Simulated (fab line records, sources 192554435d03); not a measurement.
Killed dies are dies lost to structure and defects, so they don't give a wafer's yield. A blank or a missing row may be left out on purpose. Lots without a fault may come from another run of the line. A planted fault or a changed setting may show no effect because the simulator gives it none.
fab line records | flow n5_finfet
record lots=8 wafers=24 last_day=17
route steps=1938 shown BEOL_M1@768 BEOL_M4@1111 PASSIVATION@1936
lots that met no fault: from a run of the same line without faults
start_h: hours from the record's first day to the start of the lot's first wafer shown | wait_h: hours since the lot's step before | " the same as in the row above | L1.1+2: a row that stands for several wafers | - no value, or no start given | * or withheld: withheld | < > ~ a bound
route shown NAME@n: a module of which the file shows steps, and the number in the route of the first | usual: mean/standard deviation of fault-free wafers | same: alike in all rows | chamber/n: place in a boat | sites: the reading at each site | _std_site: their standard deviation | _edge_site: outer sites' mean less inner sites' | radius_mm: how far each site lies from the wafer's centre | mask NAME#n: copy n | behind: the tool/chamber that last shaped the wafer | hold: why the lot was held/for how many hours/how that ended | device: the transistor (n, p or np) that didn't switch | end of line: the same wafers' tests at the end of the route | a step without rows: its recipe alone | killed: dies lost to structure and defects at the first sort, not the wafer's yield | map: a wafer's dies, x killed, . not, _ none there
set.NAME: the setting as run; set.NAME@STEP: as run at that earlier step | model.NAME: the simulator's own value behind a step, which no gauge read
steps of the route over a sample of lots; a table a step, a row a wafer
services: from which hour (start_h, from the record's first day; less than 0 if before it) a tool's chamber was out of use, for how many hours, and why
## steps
# step N5_BEOL_M1_ETCH_74
# recipe chemistry=N2/H2 target=underlayer target_depth_a=65 mask_material=CAR-EUV time_s=5.2 ion_energy_ev=200 pressure_mtorr=30 source_w=840 bias_w=150 n2_flow_sccm=200 h2_flow_sccm=200 ends=cleared
# usual drypump_motor_current_A=5.53/0.26 etch_rf_on_time_s=5.20/0.11 oes_product_au=0.67/0.072 rf_vpp_V=524.1/2.5 showerhead_plenum_p_Torr=2.55/0.08 throttle_valve_pct=17.79/0.27
# columns lot.wafer tool chamber start_h wait_h drypump_motor_current_A etch_rf_on_time_s oes_product_au rf_hours_counter_h rf_vpp_V showerhead_plenum_p_Torr throttle_valve_pct
L952.1 rie_diel-02 1 135.75 0.0 5.64 5.07 0.74 48 522.5 2.48 17.77
L952.2 " 3 " " 5.34 5.23 0.66 142 522.7 2.44 17.84
L952.4 " 2 " " 5.88 5.23 0.72 63 524.3 2.58 17.31
L954.2 rie_diel-01 0 146.11 0.0 5.41 5.29 0.66 142 519.4 2.44 17.87
L954.3 " 1 " " 5.47 5.21 0.59 243 524.4 2.61 17.78
L954.6 " 1 " " 5.49 5.19 0.60 - 527.0 2.61 17.77
L957.3 rie_diel-02 0 171.15 0.0 5.11 5.25 0.59 230 525.1 2.62 18.09
L957.4 " 3 " " 5.37 5.33 0.65 152 521.7 2.43 17.85
L957.5 " 1 " " 5.65 5.07 0.73 - 523.1 2.48 17.78
L958.1 rie_diel-06 1 171.23 0.0 5.33 5.19 0.59 212 524.0 2.51 17.99
L958.2 " 0 " " 5.79 5.28 0.60 225 523.2 2.52 18.10
L958.6 " 1 " " 5.32 5.18 0.59 - 522.0 2.51 17.99
L960.1 rie_diel-01 1 182.79 0.0 5.48 5.08 0.88 0 524.8 2.61 17.33
L960.2 " 3 " " 5.14 5.47 0.72 55 525.7 2.57 17.87
L960.6 " 2 " " 5.74 5.28 0.58 - 525.5 2.60 18.21
L961.1 rie_diel-06 3 195.33 0.0 5.90 5.06 0.73 72 526.2 2.68 17.40
L961.5 " 2 " " 5.39 5.03 0.63 - 526.8 2.65 17.89
L961.6 " 1 " " 5.33 5.23 0.59 - 523.6 2.51 17.98
L962.1 rie_diel-02 2 196.39 0.0 5.83 5.29 0.70 82 526.2 2.58 17.32
L962.2 " 3 " " 5.35 5.30 0.65 161 519.9 2.43 17.88
L962.4 " 0 " " 5.12 5.18 0.59 239 526.6 2.61 18.06
L973.1 rie_diel-06 3 262.10 0.0 5.93 5.15 0.70 91 527.0 2.67 17.42
L973.2 " 2 " " 5.43 5.13 0.61 202 526.4 2.64 17.88
L973.3 " 3 " " 5.92 5.13 0.71 - 526.8 2.67 17.40
# step N5_BEOL_M1_ALD_98
# recipe material=SiO2 target_thk_a=25 temp_c=100 ald_precursor_family=BDEAS ald_co_reactant=O2-plasma pulse_time_s=1 co_reactant_pulse_time_s=1 purge_time_s=2 co_reactant_purge_time_s=2 ald_cycles=17 pressure_torr=2
# usual ald_cycles=17/0 heater_power_outer_w=41/5.1 heater_power_w=79/7.3 precursor_pulse_height_rel=0.998/0.02
# same co_reactant_pulse_time_s=1
# columns lot.wafer tool chamber start_h wait_h ald_cycles heater_power_outer_w heater_power_w precursor_pulse_height_rel since_wet_clean_h
L952.1 ald_sin-04 0 136.72 0.1 17 36 76 0.996 234
L952.2 " 2 " " 17 41 78 0.991 234
L952.4 " 3 " " 17 38 76 1.005 234
L954.2 ald_sin-04 3 147.11 0.1 17 38 75 0.994 245
L954.3 " 2 " " 17 41 76 1.007 245
L954.6 " 0 " " 17 37 77 1.007 -
L957.3 ald_sin-03 1 172.12 0.1 17 43 84 0.982 163
L957.4 " 0 " " 17 35 70 1.016 163
L957.5 " 3 " " 17 47 86 1.004 -
L958.1 ald_sin-03 1 172.21 0.1 17 44 84 0.980 164
L958.2 " 3 " " 17 45 87 0.996 164
L958.6 " 0 " " 17 35 70 0.984 -
L960.1 ald_sin-04 0 183.93 0.2 17 36 77 0.990 282
L960.2 " 3 " " 17 39 76 1.024 282
L960.6 " 2 " " 17 39 77 1.011 -
L961.1 ald_sin-01 3 196.65 0.1 17 55 99 0.999 96
L961.5 " 3 " " 17 53 96 0.990 -
L961.6 " 0 " " 17 41 75 0.989 -
L962.1 ald_sin-03 3 197.96 0.4 28 47 88 1.001 189
L962.2 " 2 " " 17 44 80 1.036 189
L962.4 " 0 " " 17 36 69 1.041 189
L973.1 ald_sin-04 0 263.21 0.1 17 37 76 0.974 361
L973.2 " 1 " " 17 45 81 0.987 361
L973.3 " 3 " " 17 38 75 1.007 361
# step N5_BEOL_M1_ETCHBACK_99
# recipe chemistry=CHF3 target=SiO2 target_depth_a=50 time_s=10.4 source_w=215 bias_w=47 Ar_flow_sccm=200 CHF3_flow_sccm=12 ion_energy_ev=100 pressure_mtorr=30
# usual CHF3_flow_sccm=12.00/0.036 drypump_motor_current_A=5.49/0.25 oes_product_au=0.78/0.09 rf_vpp_V=240/5.4 showerhead_plenum_p_Torr=2.16/0.071 throttle_valve_pct=17.1/0.31
# columns lot.wafer tool chamber start_h wait_h CHF3_flow_sccm drypump_motor_current_A oes_product_au rf_hours_counter_h rf_vpp_V showerhead_plenum_p_Torr throttle_valve_pct
L952.1 rie_diel-01 3 140.19 3.4 11.97 5.17 0.87 42 239 2.20 17.3
L952.2 " 0 " " 11.94 5.44 0.78 140 232 2.06 17.1
L952.4 " 2 " " 11.98 5.74 0.69 221 246 2.23 17.6
L954.2 rie_diel-06 0 148.17 1.0 11.99 5.79 0.71 217 236 2.15 17.4
L954.3 " 2 " " 12.00 5.40 0.74 170 232 2.22 16.8
L954.6 " 1 " " 12.01 5.30 0.70 - 243 2.12 17.1
L957.3 rie_diel-01 0 172.36 0.2 12.00 5.41 0.77 151 231 2.06 17.1
L957.4 " 3 " " 12.08 5.14 0.84 - 240 2.20 17.3
L957.5 " 2 " " 11.98 5.69 0.68 - 246 2.23 17.6
L958.1 rie_diel-01 0 172.83 0.6 12.01 5.41 0.77 151 233 2.06 17.1
L958.2 " 2 " " 12.03 5.73 0.67 231 246 2.23 17.6
L958.6 " 2 " " 12.07 5.71 0.68 - 247 2.23 17.6
L960.1 rie_diel-01 2 184.50 0.5 11.98 5.76 0.68 234 245 2.23 17.6
L960.2 " 0 " " 11.92 5.41 0.76 154 231 2.06 17.1
L960.6 " 1 " " 11.99 5.48 1.02 - 242 2.21 16.6
L961.1 rie_diel-02 2 197.42 0.7 11.97 5.85 0.82 83 249 2.16 16.6
L961.5 " 1 " " 11.96 5.66 0.83 - 242 2.08 17.0
L961.6 " 0 " " 12.01 5.11 0.69 - 246 2.20 17.2
L962.1 rie_diel-02 2 198.08 0.1 12.00 5.83 0.83 83 249 2.16 16.6
L962.2 " 1 " " 12.02 5.66 0.83 68 242 2.08 17.0
L962.4 " 0 " " 12.00 5.11 0.69 240 247 2.20 17.2
L973.1 rie_diel-02 0 266.80 3.5 11.94 5.11 0.94 5 246 2.20 16.7
L973.2 " 3 " " 11.99 5.32 0.73 181 237 2.04 17.1
L973.3 " 1 " " 11.94 5.69 0.80 86 243 2.07 17.0
# step N5_BEOL_M1_STRIP_36
# recipe chemistry=N2/H2 power_w=450 temp_c=40 pressure_mtorr=20 rf_frequency_hz=6e+07 overash_fraction=0.3 bias_power_w=7 h2_frac=0.5 n2_flow_sccm=200 h2_flow_sccm=200
# usual bias_power_w=6.998/0.021 drypump_motor_current_A=5.50/0.26 oes_product_au=0.78/0.093 rf_vpp_V=59.3/1.6 showerhead_plenum_p_Torr=2.55/0.076 throttle_valve_pct=23.59/0.3
# columns lot.wafer tool chamber start_h wait_h bias_power_w drypump_motor_current_A oes_product_au rf_hours_counter_h rf_vpp_V showerhead_plenum_p_Torr throttle_valve_pct
L952.1 rie_diel-01 3 140.39 0.0 7.020 5.17 0.86 42 57.7 2.57 23.48
L952.2 " 0 " " 6.951 5.42 0.77 140 59.2 2.43 23.69
L952.4 " 2 " " 6.986 5.74 0.71 221 57.4 2.60 23.87
L954.2 rie_diel-06 0 148.37 0.0 6.979 5.79 0.72 218 59.5 2.52 23.89
L954.3 " 2 " " 7.002 5.44 0.73 170 60.0 2.65 23.71
L954.6 " 1 " " 6.963 5.29 0.69 - 57.4 2.51 23.73
L957.3 rie_diel-01 0 172.55 0.0 7.044 5.43 0.77 151 55.3 2.43 23.69
L957.4 " 3 " " 6.999 5.15 0.85 - 57.6 2.57 23.49
L957.5 " 2 " " 7.006 5.76 0.68 - 59.0 2.60 23.89
L958.1 rie_diel-01 0 173.03 0.0 7.004 5.43 0.77 151 60.6 2.43 23.70
L958.2 " 2 " " 6.985 5.76 0.69 231 58.3 2.60 23.92
L958.6 " 2 " " 6.977 5.72 0.66 - 60.5 2.60 23.89
L960.1 rie_diel-01 2 184.70 0.0 6.992 5.72 0.68 234 58.1 2.60 23.86
L960.2 " 0 " " 6.974 5.46 0.76 154 60.5 2.43 23.69
L960.6 " 1 " " 7.010 5.49 1.02 - 59.0 2.60 23.10
L961.1 rie_diel-02 2 197.62 0.0 7.009 5.88 0.83 83 60.7 2.57 22.95
L961.5 " 1 " " 7.005 5.70 0.82 - 59.9 2.47 23.57
L961.6 " 0 " " 7.026 5.10 0.68 - 60.0 2.61 23.93
L962.1 rie_diel-02 2 198.28 0.0 7.002 5.82 0.83 83 60.0 2.57 22.96
L962.2 " 1 " " 7.013 5.64 0.82 68 60.6 2.47 23.62
L962.4 " 0 " " 6.977 5.12 0.68 240 60.4 2.61 23.93
L973.1 rie_diel-02 0 266.99 0.0 6.991 5.10 0.93 5 58.0 2.60 23.53
L973.2 " 3 " " 7.021 5.32 0.73 181 56.6 2.42 23.62
L973.3 " 1 " " 7.010 5.66 0.80 86 59.5 2.46 23.64
# step N5_BEOL_M4_RC_MEAS_101
# usual DIBL_N=36.6/1.7 DIBL_P=36.7/2 IOFF_N=0.16/0.033 IOFF_P=0.22/0.04 ION_N=673/12 ION_P=463/7.9 SS_N=71.7/0.58 SS_P=73.3/0.64 VT_N=249/3.3 VT_P=-249/3.1
# columns lot.wafer tool chamber start_h wait_h DIBL_N[mV/V] DIBL_P[mV/V] IOFF_N[nA/um] IOFF_P[nA/um] ION_N[uA/um] ION_P[uA/um] SS_N[mV/dec] SS_P[mV/dec] VT_N[mV] VT_P[mV]
L952.1 prober-02 0 173.45 0.0 37.2 37.2 0.15 0.21 653 451 72.2 73.9 252 -254
L952.2 " 0 " " 35.7 36.2 0.14 0.21 671 465 71.2 73.9 247 -248
L952.4 " 0 " " 38.3 38.0 0.17 0.24 683 471 72.2 73.5 249 -252
L954.2 prober-01 0 189.17 0.2 34.2 32.2 0.10 0.16 654 450 70.8 72.2 257 -253
L954.3 " 0 " " 38.3 36.5 0.18 0.22 671 461 71.7 73.6 250 -249
L954.6 " 0 " " 37.9 36.1 0.16 0.21 673 459 72.9 73.3 251 -251
L957.3 prober-02 0 206.87 0.3 36.4 33.6 0.15 0.16 659 444 72.3 72.5 252 -255
L957.4 " 0 " " 35.3 33.9 0.13 0.17 662 460 71.5 72.7 254 -250
L957.5 " 0 " " 37.1 35.6 0.15 0.19 655 451 72.4 73.2 253 -251
L958.1 prober-02 0 212.06 0.0 37.1 36.4 0.16 0.18 672 451 71.4 73.4 251 -255
L958.2 " 0 " " 38.8 38.9 0.21 0.21 690 458 71.8 74.2 243 -251
L958.6 " 0 " " 38.6 37.4 0.19 0.19 672 454 72.3 73.7 247 -252
L960.1 prober-02 0 219.08 0.0 39.5 39.5 0.24 0.32 696 481 72.6 74.8 244 -240
L960.2 " 0 " " 35.9 36.2 0.15 0.24 672 473 72.1 73.4 252 -244
L960.6 " 0 " " 37.6 37.4 0.17 0.25 660 458 71.8 73.1 249 -246
L961.1 prober-01 0 233.14 0.0 35.1 36.0 0.15 0.22 673 458 71.7 73.3 250 -246
L961.5 " 0 " " 35.9 36.4 0.18 0.23 663 456 72.3 74.0 249 -249
L961.6 " 0 " " 36.2 37.3 0.19 0.25 678 469 71.9 73.4 249 -248
L962.2 prober-01 0 239.16 0.2 38.7 37.3 0.19 0.25 683 459 72.0 74.0 248 -247
L962.4 " 0 " " 37.4 36.1 0.16 0.23 670 462 71.8 73.5 250 -248
L973.1 prober-01 0 308.11 0.0 35.2 34.2 0.14 0.21 664 461 71.9 72.5 250 -246
L973.2 " 0 " " 35.2 34.8 0.14 0.22 677 471 72.0 72.5 251 -248
L973.3 " 0 " " 35.2 34.8 0.14 0.22 667 464 71.6 72.4 250 -246
# step N5_PASSIVATION_PROBE_49
# usual defect_limited_yield=91.1/1.4 killed_at_M0_to_M3=34/11 killed_at_M4_up=14/5.7 killed_at_contacts=14/6.9 killed_at_front_end=40/11 killed_at_other=4/3.1 killed_dies=105/17 killed_on_rim=14/4.1 killed_open=70/13 killed_short=34/7.6 sort_bin_5_function=5.3/0.95 sort_bin_6_memory=3.3/0.64 sort_n_pass=1075/17 sort_yield_pct=91.1/1.4
# same gross_dies=1180 killed_at_back_side=0 sort_bin_4_leakage[%]=0 sort_bin_8_speed[%]=0
# columns lot.wafer tool chamber start_h wait_h defect_limited_yield[%] killed_at_M0_to_M3 killed_at_M4_up killed_at_contacts killed_at_front_end killed_at_other killed_dies killed_on_rim killed_open killed_short sort_bin_5_function[%] sort_bin_6_memory[%] sort_n_pass sort_yield_pct[%]
L962.1 prober-01 - 362.11 0.0 39.7 659 11 10 27 5 712 30 67 23 57.1 3.1 468 39.7
L962.2 prober-01 - 362.16 0.1 92.1 35 10 13 35 0 93 10 65 26 4.6 3.2 1087 92.1
L962.4 prober-01 - 362.26 0.2 91.4 47 14 8 31 2 102 15 72 30 5.3 3.1 1078 91.4
# killed by level:class
L962.1 BEOL_M1:area_etchback=621 BEOL_M2:geometric_particle:open=11 BEOL_M3:geometric_particle:open=10 MOL_CONTACT_COAG:geometric_particle:open=9 BEOL_M4:geometric_particle:open=7 FIN_SAQP:geometric_particle:open=5 FIN_SAQP:geometric_particle:short=4 DUMMY_GATE:geometric_particle:open=4
L962.2 BEOL_M3:geometric_particle:open=11 STI_FIN_REVEAL:geometric_particle:open=10 MOL_CONTACT_COAG:geometric_particle:open=9 BEOL_M0_SAQP:geometric_particle:open=6 BEOL_M1:geometric_particle:open=6 BEOL_M2:geometric_particle:open=5 FIN_SAQP:geometric_particle:short=4 MOL_CONTACT_COAG:geometric_particle:short=4
L962.4 BEOL_M2:geometric_particle:open=24 BEOL_M4:geometric_particle:open=11 FIN_SAQP:geometric_particle:short=9 BEOL_M0_SAQP:geometric_particle:open=8 MOL_CONTACT_COAG:geometric_particle:open=7 DUMMY_GATE:geometric_particle:open=4 GATE_CUT:geometric_particle:short=4 BEOL_M0_SAQP:geometric_particle:short=4
## services
# columns tool chamber start_h hours kind
rie_diel-06 2 125.43 12.1 repair
ald_sin-03 2 129.97 7.7 repair
rie_diel-02 3 142.67 1.8 repair
ald_sin-04 - 147.83 1.5 repair
rie_diel-01 2 164.28 2.8 repair
rie_diel-01 1 168.11 - clean
rie_diel-01 1 168.11 - consumable_replace:focus_ring
rie_diel-01 1 168.11 13.9 scheduled_down
rie_diel-01 1 168.11 13.9 vent_cycle
ald_sin-04 - 218.74 0.8 pm
ald_sin-04 0 225.34 7.4 repair
rie_diel-02 0 233.89 - clean
rie_diel-02 0 233.89 - consumable_replace:focus_ring
rie_diel-02 0 233.89 14.9 scheduled_down
rie_diel-02 0 233.89 14.9 vent_cycle
rie_diel-01 2 235.33 5.0 repair
rie_diel-01 2 242.52 - clean
rie_diel-01 2 242.52 - consumable_replace:focus_ring
rie_diel-01 2 242.52 17.4 scheduled_down
rie_diel-01 2 242.52 17.4 vent_cycle
rie_diel-02 1 243.32 8.0 repair
rie_diel-06 0 260.74 - clean
rie_diel-06 0 260.74 - consumable_replace:focus_ring
rie_diel-06 0 260.74 22.9 scheduled_down
## key
first_sign step=N5_BEOL_M1_ALD_98 reading=ald_cycles direction=up sigmas=99+ usual=* struck=*
effect step=N5_PASSIVATION_PROBE_49 reading=killed_at_M0_to_M3 direction=up sigmas=58 usual=34 struck=659
more_kills_born_at N5_BEOL_M1_ETCHBACK_99@rie_diel-02=621
met_at N5_BEOL_M1_ALD_98
struck_lots L962
struck_wafers L962.1
later_rows_left_out L962.1
not_acting_at N5_BEOL_M1_ETCH_74,N5_BEOL_M1_ETCHBACK_99,N5_BEOL_M1_STRIP_36
onset_between 172.21 197.96
fault kind=process_parameter_drift tool=ald_sin-03 chamber=- onset_h=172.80 steps=N5_BEOL_M1_ALD_98 channel=ald_cycles offset=* shape=step end_h=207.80 scope=struck_wafers_only acts_in=* stated=*
# later_rows_left_out: the simulator's readings of these wafers behind a module that went badly wrong aren't trusted and aren't shown, but for the sort
